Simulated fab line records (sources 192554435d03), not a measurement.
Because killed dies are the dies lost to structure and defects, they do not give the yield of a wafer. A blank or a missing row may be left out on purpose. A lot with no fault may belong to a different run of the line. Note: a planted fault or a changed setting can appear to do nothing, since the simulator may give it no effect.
Which tool was responsible? / flow n5 finfet / 10 lots with 30 wafers sampled at 5 steps, on a route of 1938 steps

== WHAT THE GAUGES READ, wafer by wafer ==
N5_SD_ACTIVATION_RS_MEAS_03: uses a four-point probe to measure. Usual: RS_SD_N 21.92 ohm/sq, standard deviation 0.28; RS_SD_P 56.1 ohm/sq, standard deviation 0.97.
lot=L446; measured=day 3 21:41; on=film metro-02; RS_SD_N (ohm/sq)=21.20 21.75 21.22; RS_SD_P (ohm/sq)=55.2 55.8 54.6; flag=
lot=L450; measured=day 5 01:53; on=film metro-01; RS_SD_N (ohm/sq)=21.97 21.50 21.91; RS_SD_P (ohm/sq)=54.7 55.8 55.1; flag=
lot=L451; measured=day 5 05:10; on=film metro-01; RS_SD_N (ohm/sq)=21.82 21.73 21.96; RS_SD_P (ohm/sq)=56.8 56.7 57.1; flag=
lot=L454; measured=day 5 21:29; on=film metro-02; RS_SD_N (ohm/sq)=21.85 22.18 21.95; RS_SD_P (ohm/sq)=55.9 55.6 55.8; flag=
lot=L458; measured=day 6 21:56; on=film metro-02; RS_SD_N (ohm/sq)=21.94 21.96 22.08; RS_SD_P (ohm/sq)=56.9 57.1 56.8; flag=
lot=L460; measured=day 7 09:34; on=film metro-02; RS_SD_N (ohm/sq)=22.20 22.28 22.40; RS_SD_P (ohm/sq)=58.1 59.0 58.8; flag=
lot=L462; measured=day 7 22:42; on=film metro-02; RS_SD_N (ohm/sq)=21.33 21.70 21.72; RS_SD_P (ohm/sq)=56.3 57.8 55.8; flag=
lot=L463; measured=day 8 06:50; on=film metro-02; RS_SD_N (ohm/sq)=22.06 22.25 22.18; RS_SD_P (ohm/sq)=56.1 55.7 56.7; flag=
lot=L465; measured=day 8 15:07; on=film metro-02; RS_SD_N (ohm/sq)=21.78 21.84 21.78; RS_SD_P (ohm/sq)=56.0 54.9 55.1; flag=
lot=L466; measured=day 9 05:19; on=film metro-01; RS_SD_N (ohm/sq)=22.37 21.68 22.31; RS_SD_P (ohm/sq)=55.9 54.7 56.0; flag=

N5_BEOL_M4_RC_MEAS_101. Usual: DIBL_N 36.8 mV/V, standard deviation 2.2; DIBL_P 37.0 mV/V, standard deviation 2.8; IOFF_N 0.18 nA/um, standard deviation 0.043; IOFF_P 0.23 nA/um, standard deviation 0.05; ION_N 680 uA/um, standard deviation 14; ION_P 466 uA/um, standard deviation 9.1; SS_N 71.7 mV/dec, standard deviation 0.74; SS_P 73.5 mV/dec, standard deviation 0.79; VT_N 248 mV, standard deviation 4; VT_P -249 mV, standard deviation 4.1.
lot=L446; measured=day 8 01:04; on=prober-01; DIBL_N (mV/V)=39.6 35.4 37.8; DIBL_P (mV/V)=41.3 36.2 39.6; IOFF_N (nA/um)=0.29 0.17 0.23; IOFF_P (nA/um)=0.36 0.22 0.32; ION_N (uA/um)=715 691 696; ION_P (uA/um)=484 470 480; SS_N (mV/dec)=72.7 71.5 72.1; SS_P (mV/dec)=74.8 73.3 74.0; VT_N (mV)=238 247 243; VT_P (mV)=-241 -246 -242; flag=
lot=L450; measured=day 9 13:09; on=prober-02; DIBL_N (mV/V)=38.0 39.4 34.8; DIBL_P (mV/V)=36.7 38.2 32.6; IOFF_N (nA/um)=0.21 0.22 0.13; IOFF_P (nA/um)=0.23 0.24 0.16; ION_N (uA/um)=690 699 684; ION_P (uA/um)=468 469 462; SS_N (mV/dec)=71.7 72.1 71.1; SS_P (mV/dec)=73.6 74.7 72.6; VT_N (mV)=246 249 253; VT_P (mV)=-250 -248 -253; flag=
lot=L451; measured=day 9 11:29; on=prober-02; DIBL_N (mV/V)=37.2 34.5 38.6; DIBL_P (mV/V)=36.0 33.0 38.7; IOFF_N (nA/um)=0.17 0.13 0.20; IOFF_P (nA/um)=0.22 0.18 0.26; ION_N (uA/um)=678 658 677; ION_P (uA/um)=465 457 469; SS_N (mV/dec)=72.8 71.3 72.6; SS_P (mV/dec)=73.9 72.6 73.6; VT_N (mV)=248 250 246; VT_P (mV)=-248 -250 -246; flag=
lot=L454; measured=day 10 14:43; on=prober-02; DIBL_N (mV/V)=40.1 38.5 42.5; DIBL_P (mV/V)=39.8 38.5 42.6; IOFF_N (nA/um)=0.20 0.19 0.27; IOFF_P (nA/um)=0.30 0.28 0.36; ION_N (uA/um)=671 681 700; ION_P (uA/um)=470 477 479; SS_N (mV/dec)=72.0 71.6 73.1; SS_P (mV/dec)=74.3 73.3 74.9; VT_N (mV)=249 246 244; VT_P (mV)=-244 -243 -242; flag=
lot=L458; measured=day 11 14:02; on=prober-02; DIBL_N (mV/V)=39.4 34.7 35.5; DIBL_P (mV/V)=41.1 32.9 35.6; IOFF_N (nA/um)=0.25 0.14 0.15; IOFF_P (nA/um)=0.29 0.15 0.20; ION_N (uA/um)=703 672 670; ION_P (uA/um)=478 454 461; SS_N (mV/dec)=72.8 71.4 71.3; SS_P (mV/dec)=74.9 72.9 72.9; VT_N (mV)=243 250 250; VT_P (mV)=-244 -255 -252; flag=
lot=L460; measured=day 11 15:13; on=prober-02; DIBL_N (mV/V)=38.0 38.0 34.9; DIBL_P (mV/V)=35.6 37.6 31.6; IOFF_N (nA/um)=0.16 0.18 0.12; IOFF_P (nA/um)=0.18 0.21 0.13; ION_N (uA/um)=675 678 662; ION_P (uA/um)=453 454 448; SS_N (mV/dec)=71.6 72.3 71.6; SS_P (mV/dec)=73.2 73.6 72.1; VT_N (mV)=249 249 254; VT_P (mV)=-254 -251 -256; flag=
lot=L462; measured=day 12 20:48; on=prober-02; DIBL_N (mV/V)=34.6 30.4 39.2; DIBL_P (mV/V)=34.2 29.0 40.9; IOFF_N (nA/um)=0.13 0.08 0.25; IOFF_P (nA/um)=0.19 0.12 0.31; ION_N (uA/um)=664 636 695; ION_P (uA/um)=457 441 474; SS_N (mV/dec)=70.7 69.9 71.6; SS_P (mV/dec)=73.0 71.5 74.1; VT_N (mV)=252 259 242; VT_P (mV)=-251 -257 -244; flag=
lot=L463; measured=day 12 20:40; on=prober-01; DIBL_N (mV/V)=33.8 36.8 38.4; DIBL_P (mV/V)=32.3 36.9 38.7; IOFF_N (nA/um)=0.13 0.18 0.23; IOFF_P (nA/um)=0.18 0.25 0.27; ION_N (uA/um)=664 682 700; ION_P (uA/um)=461 468 479; SS_N (mV/dec)=71.4 71.5 71.8; SS_P (mV/dec)=72.0 72.8 73.7; VT_N (mV)=253 247 242; VT_P (mV)=-252 -249 -248; flag=
lot=L465; measured=day 13 03:29; on=prober-01; DIBL_N (mV/V)=37.4 39.8 38.5; DIBL_P (mV/V)=36.0 41.2 37.6; IOFF_N (nA/um)=0.18 0.25 0.21; IOFF_P (nA/um)=0.20 0.31 0.23; ION_N (uA/um)=687 707 683; ION_P (uA/um)=459 480 460; SS_N (mV/dec)=71.9 73.3 72.8; SS_P (mV/dec)=73.4 74.3 73.8; VT_N (mV)=249 244 247; VT_P (mV)=-252 -249 -250; flag=
lot=L466; measured=day 13 10:34; on=prober-01; DIBL_N (mV/V)=33.4 37.3 35.5; DIBL_P (mV/V)=34.3 39.2 37.2; IOFF_N (nA/um)=0.12 0.20 0.15; IOFF_P (nA/um)=0.17 0.25 0.22; ION_N (uA/um)=671 687 670; ION_P (uA/um)=460 468 466; SS_N (mV/dec)=70.6 71.6 71.4; SS_P (mV/dec)=73.1 73.7 73.1; VT_N (mV)=256 246 251; VT_P (mV)=-255 -250 -250; flag=

== TOOL THAT RAN EACH LOT (tool first, then ch and the chambers of the sampled wafers, then the start) ==
lot=L446; N5_SD_ACTIVATION_RTA_00=rtp anneal-02 ch 0, day 3 21:17; N5_SDB_HM_DEP_00=pecvd-02 ch 0,2, day 4 04:18; N5_SDB_COAT_05=litho track-04 ch 0, day 4 04:23
lot=L450; N5_SD_ACTIVATION_RTA_00=rtp anneal-02 ch 0, day 5 01:29; N5_SDB_HM_DEP_00=pecvd-04 ch 1,2, day 5 08:31; N5_SDB_COAT_05=litho track-05 ch 0, day 5 08:37
lot=L451; N5_SD_ACTIVATION_RTA_00=rtp anneal-02 ch 0, day 5 04:47; N5_SDB_HM_DEP_00=pecvd-03 ch 0,1,2, day 5 11:53; N5_SDB_COAT_05=litho track-04 ch 0, day 5 11:58
lot=L454; N5_SD_ACTIVATION_RTA_00=rtp anneal-01 ch 0, day 5 21:06; N5_SDB_HM_DEP_00=pecvd-04 ch 1,2, day 6 04:20; N5_SDB_COAT_05=litho track-04 ch 0, day 6 04:25
lot=L458; N5_SD_ACTIVATION_RTA_00=rtp anneal-01 ch 0, day 6 21:31; N5_SDB_HM_DEP_00=pecvd-04 ch 1,2, day 7 04:43; N5_SDB_COAT_05=litho track-05 ch 0, day 7 04:48
lot=L460; N5_SD_ACTIVATION_RTA_00=rtp anneal-02 ch 0, day 7 09:08; N5_SDB_HM_DEP_00=pecvd-03 ch 1,2, day 7 16:24; N5_SDB_COAT_05=litho track-01 ch 0, day 7 16:29
lot=L462; N5_SD_ACTIVATION_RTA_00=rtp anneal-02 ch 0, day 7 22:19; N5_SDB_HM_DEP_00=pecvd-04 ch 1,2, day 8 05:18; N5_SDB_COAT_05=litho track-01 ch 0, day 8 05:23
lot=L463; N5_SD_ACTIVATION_RTA_00=rtp anneal-01 ch 0, day 8 06:16; N5_SDB_HM_DEP_00=pecvd-03 ch 0,1, day 8 14:28; N5_SDB_COAT_05=litho track-05 ch 0, day 8 14:33
lot=L465; N5_SD_ACTIVATION_RTA_00=rtp anneal-02 ch 0, day 8 14:43; N5_SDB_HM_DEP_00=pecvd-02 ch 0,1,2, day 8 21:44; N5_SDB_COAT_05=litho track-05 ch 0, day 8 21:50
lot=L466; N5_SD_ACTIVATION_RTA_00=rtp anneal-01 ch 0, day 9 04:53; N5_SDB_HM_DEP_00=pecvd-02 ch 0,1, day 9 12:07; N5_SDB_COAT_05=litho track-04 ch 0, day 9 12:12
- N5_SD_ACTIVATION_RTA_00: time 0 s.
- N5_SDB_HM_DEP_00: deposits SiNx from SiH4/NH3/N2, target thk 40 nm, time 35.3 s.
- N5_SDB_COAT_05: resist thk 90 nm.

== WHAT THE TOOLS THEMSELVES READ (means of the sampled wafers that have a number; where no wafer has one, the mark that the record gives instead) ==
N5_SD_ACTIVATION_RTA_00. Usual: lamp power pct 8.96 %, standard deviation 0.055; wafer_temp_C_max 974.8, standard deviation 2.
lot=L446; tool=rtp anneal-02; lamp power pct (%)=8.98; wafer_temp_C_max=972.5; flag=
lot=L450; tool=rtp anneal-02; lamp power pct (%)=8.92; wafer_temp_C_max=976.1; flag=
lot=L451; tool=rtp anneal-02; lamp power pct (%)=8.93; wafer_temp_C_max=975.6; flag=
lot=L454; tool=rtp anneal-01; lamp power pct (%)=8.94; wafer_temp_C_max=973.2; flag=
lot=L458; tool=rtp anneal-01; lamp power pct (%)=9.00; wafer_temp_C_max=974.0; flag=
lot=L460; tool=rtp anneal-02; lamp power pct (%)=8.98; wafer_temp_C_max=972.4; flag=
lot=L462; tool=rtp anneal-02; lamp power pct (%)=8.93; wafer_temp_C_max=973.3; flag=
lot=L463; tool=rtp anneal-01; lamp power pct (%)=8.96; wafer_temp_C_max=976.0; flag=
lot=L465; tool=rtp anneal-02; lamp power pct (%)=8.94; wafer_temp_C_max=974.9; flag=
lot=L466; tool=rtp anneal-01; lamp power pct (%)=9.00; wafer_temp_C_max=975.1; flag=

N5_SDB_HM_DEP_00. Usual: heater power w 706 W, standard deviation 62; showerhead plenum p Torr 5.15 Torr, standard deviation 0.056; showerhead vpp V 1073 V, standard deviation 35; throttle valve pct 40.6 %, standard deviation 2.2.
lot=L446; tool=pecvd-02; heater power w (W)=717; showerhead plenum p Torr (Torr)=5.05; showerhead vpp V (V)=1127; throttle valve pct (%)=39.1; flag=
lot=L450; tool=pecvd-04; heater power w (W)=704; showerhead plenum p Torr (Torr)=5.14; showerhead vpp V (V)=1046; throttle valve pct (%)=40.7; flag=
lot=L451; tool=pecvd-03; heater power w (W)=720; showerhead plenum p Torr (Torr)=5.13; showerhead vpp V (V)=1070; throttle valve pct (%)=39.8; flag=
lot=L454; tool=pecvd-04; heater power w (W)=717; showerhead plenum p Torr (Torr)=5.14; showerhead vpp V (V)=1050; throttle valve pct (%)=40.8; flag=
lot=L458; tool=pecvd-04; heater power w (W)=650; showerhead plenum p Torr (Torr)=5.13; showerhead vpp V (V)=1051; throttle valve pct (%)=40.8; flag=
lot=L460; tool=pecvd-03; heater power w (W)=741; showerhead plenum p Torr (Torr)=5.14; showerhead vpp V (V)=1094; throttle valve pct (%)=40.5; flag=
lot=L462; tool=pecvd-04; heater power w (W)=713; showerhead plenum p Torr (Torr)=5.14; showerhead vpp V (V)=1041; throttle valve pct (%)=39.4; flag=
lot=L463; tool=pecvd-03; heater power w (W)=653; showerhead plenum p Torr (Torr)=5.14; showerhead vpp V (V)=1069; throttle valve pct (%)=40.0; flag=
lot=L465; tool=pecvd-02; heater power w (W)=709; showerhead plenum p Torr (Torr)=5.13; showerhead vpp V (V)=1082; throttle valve pct (%)=40.5; flag=
lot=L466; tool=pecvd-02; heater power w (W)=720; showerhead plenum p Torr (Torr)=5.15; showerhead vpp V (V)=1082; throttle valve pct (%)=41.7; flag=

N5_SDB_COAT_05. Usual: spin speed rpm at 1500.1 rpm, with a standard deviation of 0.96.
lot=L446; tool=litho track-04; spin speed rpm (rpm)=1501.2; flag=
lot=L450; tool=litho track-05; spin speed rpm (rpm)=1500.6; flag=
lot=L451; tool=litho track-04; spin speed rpm (rpm)=1370.7; flag=OFF
lot=L454; tool=litho track-04; spin speed rpm (rpm)=1367.8; flag=OFF
lot=L458; tool=litho track-05; spin speed rpm (rpm)=1500.0; flag=
lot=L460; tool=litho track-01; spin speed rpm (rpm)=1500.6; flag=
lot=L462; tool=litho track-01; spin speed rpm (rpm)=1499.4; flag=
lot=L463; tool=litho track-05; spin speed rpm (rpm)=1501.0; flag=
lot=L465; tool=litho track-05; spin speed rpm (rpm)=1499.5; flag=
lot=L466; tool=litho track-04; spin speed rpm (rpm)=1501.1; flag=

== THE ANSWER, worked out from the rows above alone ==
Rule: a lot is off if the mean of its wafers that have a number lies more than 3 standard deviations from the usual mean. A lot without any number at a reading at which 4 lots or more have one is off too. The other lots that the step has rows for count as sound. First the gauges in route order, then the tools' own readings, where a lot's mean is used as printed above. The first step at which some lot is off is used, and at that step the reading that is off furthest; a lot without a number counts as furthest.
Off: L451, L454 (N5_SDB_COAT_05, spin speed rpm).
If a tool, at that step or one of the process steps before it, ran each lot that is off and ran no sound lot following the first of them, it fits. Not one of the candidates tried fits.

== WHAT THE SIMULATOR PUT IN ==
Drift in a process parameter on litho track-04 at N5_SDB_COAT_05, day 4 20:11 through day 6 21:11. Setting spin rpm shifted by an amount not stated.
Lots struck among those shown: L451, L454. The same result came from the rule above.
